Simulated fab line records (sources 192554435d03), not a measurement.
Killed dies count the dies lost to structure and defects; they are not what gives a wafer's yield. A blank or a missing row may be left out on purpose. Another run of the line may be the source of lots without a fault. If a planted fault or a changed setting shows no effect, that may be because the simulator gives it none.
2 desks, one fault -- flow n5_finfet -- each desk holds nothing but its own numbers, with what lay behind them at the end

THE METROLOGY DESK
Lot by lot, what the gauges showed, no matter which tool ran the lot: averages of those sampled wafers that carry a number. If a lot's mean is further than 4 standard deviations from the usual mean, the lot is out of limits and carries the mark OUT (the distance appears in the brackets). It has 12 readings; the 7 that lie furthest out on some lot are the ones shown.
Columns: A = VIA_MOL_THK at N5_MOL_CONTACT_COAG_THK_MEAS_53, usual 43.8 nm; B = DIBL_N at N5_BEOL_M4_RC_MEAS_101, usual 35.7 mV/V; C = DIBL_P at N5_BEOL_M4_RC_MEAS_101, usual 36.0 mV/V; D = IOFF_N at N5_BEOL_M4_RC_MEAS_101, usual 0.154 nA/um; E = ION_P at N5_BEOL_M4_RC_MEAS_101, usual 465 uA/um; F = VT_N at N5_BEOL_M4_RC_MEAS_101, usual 250 mV; G = VT_P at N5_BEOL_M4_RC_MEAS_101, usual -249 mV
lot,first seen here,A,B,C,D,E,F,G
L723,day 5 04:44,44.2,36.9,38.6,0.182,469,245,-248
L725,day 5 17:35,44.2,36.4,36.7,0.160,462,247,-252
L731,day 7 07:43,41.9,36.4,37.5,0.180,465,250,-245
L736,day 8 08:08,43.8,33.7,34.9,0.127,465,252,-251
L738,day 8 21:27,44.0,33.9,33.2,0.117,462,254,-253
L741,day 9 14:35,44.4,36.0,36.8,0.170,468,247,-245
L742,day 9 23:31,43.1,36.7,36.6,0.181,456,248,-251
L743,day 10 01:51,44.7,34.8,34.2,0.145,465,249,-250
L744,day 10 08:34,44.2,36.7,35.8,0.146,452,252,-256
L746,day 10 21:50,43.6,36.8,35.7,0.160,462,249,-252
Finding of this desk: none of the 10 lots has anything out of limits.

DESK OF THE TOOL OWNER: pecvd-02
The tool's own readings at N5_MOL_CONTACT_COAG_PECVD_31 (deposits SiO2 from TEOS/O2, target thk 46 nm, time 8.9 s): means of the sampled wafers that have a number, for each lot that ran on this tool. If a lot's mean is further than 4 standard deviations from the usual mean, the lot is out of limits and carries the mark OUT (the distance appears in the brackets).
Columns: A = susceptor_temp_C at N5_MOL_CONTACT_COAG_PECVD_31, usual 400.04 C
lot,first seen here,A
L723,day 5 04:25,399.96
L731,day 7 07:20,406.28 (+30) OUT
L742,day 9 23:03,400.06
This desk's finding: out of limits on L731; first on L731, day 7 07:20 (susceptor_temp_C at N5_MOL_CONTACT_COAG_PECVD_31). L723, L742: within limits.

ALL TOGETHER
An alarm could have come from the tool owner's desk at day 7 07:20, on L731.
Metrology desk: nothing out of limits seen.
The metrology desk has L731 on record, within its limits.
Every lot named ran N5_MOL_CONTACT_COAG_PECVD_31 on pecvd-02.

WHAT THE SIMULATOR HAD PUT IN
pecvd-02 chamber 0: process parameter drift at N5_MOL_CONTACT_COAG_PECVD_31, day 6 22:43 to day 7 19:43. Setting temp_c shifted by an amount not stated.
Lots struck among those shown: L731.
Time in hours from fault onset to the first out-of-limits reading at each desk: the tool owner's desk, 9.
